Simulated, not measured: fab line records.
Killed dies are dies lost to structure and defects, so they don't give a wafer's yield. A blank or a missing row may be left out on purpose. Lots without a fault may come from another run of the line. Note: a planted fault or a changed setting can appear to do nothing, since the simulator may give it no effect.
2 desks looking at one fault / flow n5-finfet / every desk sees just its own numbers, and what lay behind them comes last

== FROM THE METROLOGY DESK ==
Means of the sampled wafers that have a number, per lot and without regard to the tool the lot ran on: this is what the gauges read. The brackets show how far a lot's mean lies from the usual mean; more than 4 standard deviations puts the lot out of limits, marked OUT. Readings shown: 7 out of 11 (the first out of limits, and those lying furthest out on some lot).
Columns: A = cd-nm at N5_BEOL_M0_SAQP_CD_MEAS_25, usual 12.79 nm; B = DIBL_N at N5_BEOL_M4_RC_MEAS_101, usual 36.1 mV/V; C = DIBL_P at N5_BEOL_M4_RC_MEAS_101, usual 36.1 mV/V; D = IOFF_N at N5_BEOL_M4_RC_MEAS_101, usual 0.159 nA/um; E = ION_P at N5_BEOL_M4_RC_MEAS_101, usual 464 uA/um; F = SS_P at N5_BEOL_M4_RC_MEAS_101, usual 73.3 mV/dec; G = VT_N at N5_BEOL_M4_RC_MEAS_101, usual 249 mV
lot=L663; first seen here=day 6 01:51; A=12.96; B=36.5; C=35.3; D=0.152; E=455; F=72.8; G=251
lot=L665; first seen here=day 6 08:17; A=12.69; B=36.8; C=36.0; D=0.149; E=460; F=73.2; G=251
lot=L666; first seen here=day 6 19:31; A=12.96; B=35.5; C=35.6; D=0.153; E=467; F=72.8; G=249
lot=L669; first seen here=day 7 09:50; A=12.69; B=38.7; C=38.2; D=0.213; E=465; F=74.1; G=247
lot=L672; first seen here=day 8 08:40; A=12.78; B=35.8; C=36.5; D=0.176; E=470; F=73.3; G=246
lot=L674; first seen here=day 8 18:04; A=12.78; B=34.3; C=33.6; D=0.119; E=452; F=72.6; G=254
lot=L681; first seen here=day 10 11:57; A=16.51 (+16) OUT; B=36.9; C=39.2; D=0.187; E=463; F=74.5; G=249
lot=L684; first seen here=day 11 01:08; A=18.23 (+24) OUT; B=-; C=-; D=-; E=-; F=-; G=-
lot=L685; first seen here=day 11 04:59; A=12.82; B=35.9; C=36.4; D=0.176; E=470; F=73.1; G=246
Finding of this desk: L681, L684 out of limits; the first was L681 at day 10 11:57, on cd-nm at N5_BEOL_M0_SAQP_CD_MEAS_25. In limits: L663, L665, L666, L669, L672, L674, L685.

== TOOL OWNER'S DESK, ald-sin-03 ==
The tool's own readings at N5_BEOL_M0_SAQP_SPACER1_ALD_98 (deposits SiO2, target thk 12.8 nm, pulse time 1 s, purge time 2 s): means of the sampled wafers that have a number, for each lot that ran on this tool. The brackets show how far a lot's mean lies from the usual mean; more than 4 standard deviations puts the lot out of limits, marked OUT.
Columns: A = heater-power-w at N5_BEOL_M0_SAQP_SPACER1_ALD_98, usual 456 W; B = precursor-pulse-height-rel at N5_BEOL_M0_SAQP_SPACER1_ALD_98, usual 1.000
lot=L669; first seen here=day 7 08:58; A=457; B=0.978
lot=L674; first seen here=day 8 17:16; A=438; B=1.014
lot=L681; first seen here=day 10 11:16; A=428; B=1.013
lot=L684; first seen here=day 11 00:28; A=390; B=1.028
This desk's verdict: no lot among the 4 shows anything out of limits.

== PUT TOGETHER ==
Metrology desk: alarm possible at day 10 11:57 on L681, L684.
Nothing out of limits was seen by the tool owner's desk.
Tool owner's desk: L681, L684 on record, inside its limits.
Of the lots named, all ran N5_BEOL_M0_SAQP_SPACER1_ALD_98 on ald-sin-03.

== WHAT WAS PUT IN BY THE SIMULATOR ==
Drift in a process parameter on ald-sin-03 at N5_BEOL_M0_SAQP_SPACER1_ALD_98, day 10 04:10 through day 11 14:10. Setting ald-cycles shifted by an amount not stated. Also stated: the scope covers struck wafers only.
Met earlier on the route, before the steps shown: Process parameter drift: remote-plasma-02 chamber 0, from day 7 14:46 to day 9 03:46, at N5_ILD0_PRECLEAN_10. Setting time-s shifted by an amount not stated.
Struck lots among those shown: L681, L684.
Delay in hours, fault start to first out-of-limits reading, per desk: metrology desk 8.
